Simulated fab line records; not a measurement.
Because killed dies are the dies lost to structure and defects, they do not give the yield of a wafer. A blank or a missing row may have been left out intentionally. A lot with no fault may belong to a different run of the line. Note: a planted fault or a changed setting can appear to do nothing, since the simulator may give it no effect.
Comparing a struck lot with a sound one    flow nand harc    40 out of 1302 route steps
Sound: the wafers L899.1, L899.2, L899.3. Wafers L911.1, L911.4, L911.6 were the ones struck. Last of all comes the cause.
At each step with rows: each side's tool, then ch and its chambers, then its first start. Under that, the readings that differ: sound wafers    struck wafers    difference of the means    sigmas: that difference in standard deviations of wafers without a fault.
alike: words and numbers the same on both sides, and readings whose means are apart by under 2 such deviations; not compared: readings that were withheld, readings missing a value for some wafer, numbers with overlapping values and no deviation given by the record, and bounds like >300 which may hide the same value.
A row with sigmas, a row that says differs or no value, or rows on one side alone: a step with any of these is where the two part. Numbers that don't overlap but have no deviation are shown without sigmas and don't part them. A reading missing from all wafers of one side parts the sides only when that side holds two or more wafers.

NHARC_A_BLC_OVL_MEAS_11:
  sound: overlay-01 at day 25 12:49; struck: overlay-02 at day 28 18:08
  alike: overlay x nm, overlay y nm
NHARC_A_BLC_INSPECT_12:
  sound: defect inspect-02 at day 25 12:51; struck: defect inspect-01 at day 28 18:10
  alike: raw defect count
then, 3 steps without rows for these wafers: NHARC_A_BLC_DESCUM_15 (chemistry O2, time 3 s); NHARC_A_BLC_ETCH_16 (etches the open film in CF4, target depth 39 nm, time 65 s); NHARC_A_BLC_ETCH_17 (etches the open film in N2/H2, target depth 390 nm, time 609.38 s).
NHARC_A_BLC_ETCH_18: etches the open film in C4F8/O2/Ar, target depth 910 nm.
  sound: rie diel-10 ch 0,1,3; struck: rie diel-10 ch 0,2,3
  alike: bias w, oes product au, rf fwd power W, rf vpp V
  not compared: rf hours counter h
NHARC_A_BLC_CD_MEAS_19:
  sound: cd sem-02 at day 25 13:52; struck: cd sem-01 at day 28 19:13
  alike: cd nm
then, 5 steps without rows for these wafers: NHARC_A_BLC_STRIP_29 (strips in CF4); NHARC_A_BLC_STRIP_21 (strips in O2); NHARC_A_BLC_STRIP_22 (strips in post etch residue remover, time 600 s); NHARC_A_BLC_DEGAS_30 (time 60 s); NHARC_A_BLC_PRE_CLEAN_31 (time 15 s).
NHARC_A_BLC_PVD_32: deposits Ti, target thk 5 nm, time 17.7 s.
  sound: pvd sputter-01 at day 25 14:37; struck: pvd sputter-02 at day 28 19:56
  alike: cathode dc power W, throttle valve pct
then, 1 step without rows for these wafers: NHARC_A_BLC_ALD_23 (deposits TiN, target thk 3 nm, pulse time 1 s, ald cycles 150).
NHARC_A_BLC_CVD_24: deposits W, target thk 150 nm, time 434 s.
  sound: cvd w-02 ch 0,1; struck: cvd w-02 ch 0,1
  alike: heater power w, throttle valve pct
then, 12 steps without rows for these wafers: NHARC_A_BLC_CMP_25 (polishes, t overpolish 30 s, target thk 150 nm); NHARC_A_BLC_SRD_27; NHARC_A_M0_DEP_00 (deposits SiOC, target thk 150 nm); NHARC_A_M0_DEHYDRATE_01 (time 120 s); NHARC_A_M0_HMDS_02 (time 30 s); NHARC_A_M0_COAT_33 (time 65 s); NHARC_A_M0_COAT_03 (resist thk 90 nm); NHARC_A_M0_SOFTBAKE_04 (time 55 s); NHARC_A_M0_EBR_05; NHARC_A_M0_EXPOSE_06 (exposes mask A M0, target cd 80 nm); NHARC_A_M0_PEB_07 (peb time 65 s); NHARC_A_M0_DEVELOP_08 (develop time 35 s).
NHARC_A_M0_CD_MEAS_09 targets a cd of 80 nm.
  sound on cd sem-01 ch 0, day 25 16:38; struck on cd sem-02 ch 0, day 28 21:58
  alike: cd nm
NHARC_A_M0_OVL_MEAS_10: pitch 160 nm.
  sound: overlay-02 at day 25 16:43; struck: overlay-02 at day 28 22:03
  alike: overlay x nm, overlay y nm
NHARC_A_M0_DESCUM_14: chemistry O2, time 3 s.
  sound on rie diel-09 ch 1,2,3, day 25 16:49; struck on rie diel-09 ch 0,1, day 28 22:10
  alike: drypump motor current A, oes product au, rf vpp V, showerhead plenum p Torr, throttle valve pct
  not compared: rf hours counter h
then, 2 steps without rows for these wafers: NHARC_A_M0_ETCH_34 (etches the open film in N2/H2, target depth 40 nm, overetch 12 nm, time 43.94 s); NHARC_A_M0_ETCH_15 (etches the open film in C4F8/Ar, target depth 150 nm, overetch 15 nm, time 82.5 s).
NHARC_A_M0_CD_MEAS_16:
  sound: cd sem-03 at day 25 17:07; struck: cd sem-02 at day 28 22:29
  alike: cd nm
then, 2 steps without rows for these wafers: NHARC_A_M0_STRIP_18 (strips in N2/H2); NHARC_A_M0_STRIP_19 (strips in post etch residue remover, time 600 s).
NHARC_A_M0_DEGAS_28: time 60 s.
  sound: pvd sputter-02 at day 25 17:44; struck: pvd sputter-03 at day 28 23:10
  alike: heater power w
then, 2 steps without rows for these wafers: NHARC_A_M0_PRE_CLEAN_29 (time 30 s); NHARC_A_M0_PVD_20 (deposits TaN, target thk 5 nm, time 8.06 s).
NHARC_A_M0_PVD_21: deposits Cu, target thk 30 nm, time 20.49 s.
  sound on pvd sputter-02; struck on pvd sputter-03
  alike: cathode dc power W, throttle valve pct
NHARC_END_SORT_01:
  the record has rows for the struck wafers here (prober-01 ch 0, day 30 17:16) and none for the sound ones

WHERE THEY PART
Within this record, at NHARC_END_SORT_01 only.

WHY: the cause the simulator had injected
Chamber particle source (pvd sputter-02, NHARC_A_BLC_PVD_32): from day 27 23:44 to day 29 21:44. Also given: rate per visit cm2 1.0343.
